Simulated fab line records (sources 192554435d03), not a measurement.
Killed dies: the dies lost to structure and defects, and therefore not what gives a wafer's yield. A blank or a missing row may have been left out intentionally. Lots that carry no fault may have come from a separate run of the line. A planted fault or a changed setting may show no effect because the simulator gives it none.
Struck lot and sound lot, side by side -- flow n5 finfet -- 15 steps out of a route of 1938
Sound: the wafers L433.3, L433.4, L433.5. Struck: wafers L439.1, L439.6 (left out: L439.4, a lot-mate that was not struck); the cause follows at the end.
At each step with rows: each side's tool, then ch and its chambers, then its first start. Under that, the readings that differ: sound wafers -- struck wafers -- difference of the means -- sigmas: that difference in standard deviations of wafers without a fault.
alike: same words and numbers on both sides, and readings whose means sit less than 2 such deviations apart. not compared: any withheld reading, any reading some wafer has no value for, any bound like >300 that may hide the same value, and any number with overlapping values for which the record gives no deviation.
A row with sigmas, a row that says differs or no value, or rows on one side alone: a step with any of these is where the two part. Numbers that don't overlap but have no deviation are shown without sigmas and don't part them. Lack of a reading on every wafer of one side parts them only where that side has two or more wafers.

N5_BEOL_M10_STRIP_77: strips in N2/H2, time 10 s.
  sound on rie diel-06 ch 2,3; struck on rie diel-04 ch 2
reading,sound,struck,difference,sigmas
throttle valve pct (%),24.1 23.9 24.1,23.2 23.2,-0.8,-2
  alike: drypump motor current A, oes product au, rf vpp V, showerhead plenum p Torr
  not compared: rf hours counter h
N5_BEOL_M10_OCD_MEAS_38:
  sound on ocd-01, day 12 06:16; struck on ocd-01, day 13 23:02
  alike: trench depth nm
then, 4 steps without rows for these wafers: N5_BEOL_M10_HM_STRIP_39 (strips TiN in peroxide tin strip, target depth 25 nm, time 158 s); N5_BEOL_M10_SRD_40 (time 30 s); N5_BEOL_M10_PRECLEAN_42 (cleans in residue remover, time 60 s); N5_BEOL_M10_SRD_43 (time 30 s).
N5_BEOL_M10_CD_MEAS_35: the cd target is 70 nm.
  sound on cd sem-01, day 12 06:25; struck on cd sem-03, day 13 23:11
reading,sound,struck,difference,sigmas
cd nm (nm),69.4 69.2 68.6,71.1 70.0,+1.5,+3
then, 1 step without rows for these wafers: N5_BEOL_M10_CURE_72 (cures SiCOH lowk, time 120 s).
N5_BEOL_M10_DEGAS_44: time 60 s.
  sound on pvd sputter-02, day 12 06:56; struck on pvd sputter-03, day 13 23:46
  alike: heater power w
N5_BEOL_M10_PRE_CLEAN_45: time 30 s.
  sound on pvd sputter-02, day 12 06:59; struck on pvd sputter-03, day 13 23:49
reading,sound,struck,difference,sigmas
heater power w (W),314 405 405,272 323,-77,-2
N5_BEOL_M10_ALD_74: deposits TaN, target thk 2 nm, pulse time 2 s, purge time 3 s.
  sound on ald metal-01 ch 0,1, day 12 07:10; struck on ald metal-03 ch 2, day 13 23:52
reading,sound,struck,difference,sigmas
heater power w (W),312 323 328,527 518,+202,+3
  alike: precursor vessel pressure torr, precursor vessel temp c
after that, 1 step had no rows for these wafers: N5_BEOL_M10_SURFACE_TREAT_76.
N5_BEOL_M10_CVD_75: deposits Co from CCTBA/H2, target thk 2 nm, time 138.9 s.
  sound on cvd co-01 ch 0,1,2, day 12 07:51; struck on cvd co-01 ch 0, day 14 01:14
reading,sound,struck,difference,sigmas
run length s (s),160.9 163.1 162.1,158.3 158.1,-3.8,-6
N5_BEOL_M10_SPUTTER_48: material Cu, target thk 12 nm, time 2 s.
  sound on pvd sputter-01, day 12 08:29; struck on pvd sputter-03, day 14 01:23
  alike: chamber pressure pa, throttle valve pct
-- here the record skips 2 days between the struck wafers' starts before and after, leaving off in module BEOL_M10 and picking up in module PASSIVATION (first step shown: number 1936 of the route) --
N5_PASSIVATION_PROBE_49:
  the record has rows for the struck wafers here (prober-01, day 16 09:57) and none for the sound ones

## WHERE THEY PART
Earliest at N5_BEOL_M10_STRIP_77; latest, in this record, at N5_PASSIVATION_PROBE_49.

WHY: what had been put in by the simulator
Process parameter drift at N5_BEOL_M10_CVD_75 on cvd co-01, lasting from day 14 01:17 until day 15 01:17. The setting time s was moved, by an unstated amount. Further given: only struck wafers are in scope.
